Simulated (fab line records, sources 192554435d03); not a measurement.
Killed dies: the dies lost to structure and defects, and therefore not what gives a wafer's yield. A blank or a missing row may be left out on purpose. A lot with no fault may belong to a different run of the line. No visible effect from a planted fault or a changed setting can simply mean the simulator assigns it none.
Struck lot and sound lot, side by side | flow n5 finfet | 26 out of 1938 route steps
Sound: these wafers, L867.1, L867.3, L867.6. Struck: wafer L862.4. The cause is named last.
Per side, at each step with rows, come the tool, then ch with its chambers, and then its first start. Under that, the readings that differ: sound wafers | struck wafers | difference of the means | sigmas: that difference in standard deviations of wafers without a fault.
alike: readings whose means differ by less than 2 such deviations, and words and numbers that are the same on both sides. not compared: withheld readings, readings that some wafer has no value for, bounds like >300 that may hide the same value, and numbers for which the record gives no deviation and whose values overlap.
A row with sigmas, a row that says differs or no value, or rows on one side alone: a step with any of these is where the two part. Numbers that have no deviation but don't overlap get no sigmas and don't part them. Lack of a reading on every wafer of one side parts them only where that side has two or more wafers.

first, 4 steps without rows for these wafers: N5_WELL_APT_OXIDE_STRIP_42 (strips SiO2 in dHF, time 45 s, target depth 12 nm); N5_WELL_APT_PRECLEAN_36 (cleans in O3/DIW, time 45 s); N5_WELL_APT_PRECLEAN_39 (cleans in dHF, time 60 s); N5_WELL_APT_SRD_37 (time 30 s).
N5_WELL_APT_EPI_41: deposits Si from SiH4/H2, target thk 50 nm, time 297.7 s.
  sound on epi rpcvd-04 ch 0, day 7 04:12; struck on epi rpcvd-04 ch 0, day 5 22:28
  alike: throttle valve pct
N5_WELL_APT_INSPECT_38: inspects for defects (darkfield).
  sound on defect inspect-01 at day 7 04:50; struck on defect inspect-01 at day 5 22:48
  alike: raw defect count
N5_PMOS_HMC_CHANNEL_EPI_HM_DEP_34: deposits SiO2 from TEOS/O2, target thk 36 nm, time 6.9 s.
  sound on pecvd-03 ch 0,1, day 7 04:52; struck on pecvd-01 ch 0, day 5 22:51
  alike: heater power w, showerhead plenum p Torr, showerhead vpp V, throttle valve pct
then, 5 steps without rows for these wafers: N5_PMOS_HMC_CHANNEL_EPI_COAT_31 (time 60 s, resist thk 66 nm); N5_PMOS_HMC_CHANNEL_EPI_COAT_03 (resist thk 205 nm); N5_PMOS_HMC_CHANNEL_EPI_EBR_05; N5_PMOS_HMC_CHANNEL_EPI_SOFTBAKE_04 (time 60 s); N5_PMOS_HMC_CHANNEL_EPI_EXPOSE_06 (exposes mask PMOS HMC BLK, target cd 240 nm).
N5_PMOS_HMC_CHANNEL_EPI_PEB_07: peb time 60 s.
  sound on litho track-01 ch 0, day 7 06:08; struck on litho track-05 ch 0, day 5 23:11
  reading                  | sound             | struck | difference | sigmas
  heater power total W (W) | 174.7 174.7 176.4 | 182.9  | +7.6       | +5
then, 1 step without rows for these wafers: N5_PMOS_HMC_CHANNEL_EPI_DEVELOP_08 (develop time 30 s).
N5_PMOS_HMC_CHANNEL_EPI_CD_MEAS_09 targets a cd of 237.4 nm.
  sound on cd sem-02 ch 0, day 7 06:13; struck on cd sem-02 ch 0, day 5 23:14
  reading    | sound             | struck | difference | sigmas
  cd nm (nm) | 239.3 239.1 238.5 | 235.9  | -3.1       | -3
N5_PMOS_HMC_CHANNEL_EPI_OVL_MEAS_10:
  sound on overlay-01 ch 0, day 7 06:14; struck on overlay-02 ch 0, day 5 23:16
  alike: PMOS_HMC_BLK_OVL
N5_PMOS_HMC_CHANNEL_EPI_INSPECT_11: inspects for defects (macro).
  sound on defect inspect-01 at day 7 06:16; struck on defect inspect-01 at day 5 23:18
  alike: raw defect count
N5_PMOS_HMC_CHANNEL_EPI_DESCUM_14: chemistry O2, time 7.9 s.
  sound on rie diel-05 ch 0,1, day 7 06:18; struck on rie diel-01 ch 0, day 5 23:20
  alike: drypump motor current A, oes product au, rf vpp V, showerhead plenum p Torr, throttle valve pct
  not compared: rf hours counter h, model.PMOS_HMC_CHANNEL_EPI.cd nm
then, 1 step without rows for these wafers: N5_PMOS_HMC_CHANNEL_EPI_ETCH_32 (etches BARC in N2/H2, stops on SiO2, target depth 85.8 nm, time 50.3 s).
N5_PMOS_HMC_CHANNEL_EPI_HM_OPEN_15: chemistry CHF3/O2, target SiO2, target depth 40.6 nm, time 20.3 s.
  sound on rie diel-05 ch 0,1, day 7 06:23; struck on rie diel-01 ch 0, day 5 23:24
  alike: CHF3_flow_sccm, drypump motor current A, oes_f_703_au, oes_o_777_au, oes product au, rf vpp V, showerhead plenum p Torr, throttle valve pct
  not compared: rf hours counter h
N5_PMOS_HMC_CHANNEL_EPI_STRIP_33: strips in N2/H2.
  sound on rie diel-05 ch 0,1, day 7 06:26; struck on rie diel-01 ch 0, day 5 23:28
  alike: drypump motor current A, oes product au, rf vpp V, showerhead plenum p Torr, throttle valve pct
  not compared: rf hours counter h
then, 1 step without rows for these wafers: N5_PMOS_HMC_CHANNEL_EPI_STRIP_17 (strips in SPM, time 750 s).
N5_PMOS_HMC_CHANNEL_EPI_ETCH_38: etches SiO2 in CF4, target depth 1.5 nm.
  sound on rie si-02 ch 0,2, day 7 06:45; struck on rie si-05 ch 0, day 5 23:46
  alike: drypump motor current A, he backside leak sccm, oes product au, throttle valve pct
  not compared: rf hours counter h
N5_PMOS_HMC_CHANNEL_EPI_FIN_RECESS_16: chemistry HBr/Cl2, target Si, target depth 54 nm, time 18 s.
  sound on rie si-02 ch 0,2, day 7 06:46; struck on rie si-05 ch 0, day 5 23:47
  reading                               | sound         | struck | difference | sigmas
  model.PMOS_HMC_CHANNEL_EPI.cd nm (nm) | 242 241 241.3 | 238.8  | -2.6       |
  alike: drypump motor current A, he backside leak sccm, oes product au, throttle valve pct
  not compared: rf hours counter h
then, 2 steps without rows for these wafers: N5_PMOS_HMC_CHANNEL_EPI_PRECLEAN_36 (cleans in O3/DIW, time 45 s); N5_PASSIVATION_PROBE_49.

WHERE THEY PART
Earliest at N5_PMOS_HMC_CHANNEL_EPI_PEB_07; latest, in this record, at N5_PMOS_HMC_CHANNEL_EPI_CD_MEAS_09. Later steps at which nothing parts them and some readings are alike: N5_PMOS_HMC_CHANNEL_EPI_OVL_MEAS_10, N5_PMOS_HMC_CHANNEL_EPI_INSPECT_11, N5_PMOS_HMC_CHANNEL_EPI_DESCUM_14, N5_PMOS_HMC_CHANNEL_EPI_HM_OPEN_15, N5_PMOS_HMC_CHANNEL_EPI_STRIP_33, N5_PMOS_HMC_CHANNEL_EPI_ETCH_38, N5_PMOS_HMC_CHANNEL_EPI_FIN_RECESS_16.

WHY: whatever the simulator had introduced
Drift in process parameters on litho track-05 at N5_PMOS_HMC_CHANNEL_EPI_PEB_07, starting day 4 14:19. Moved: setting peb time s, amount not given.
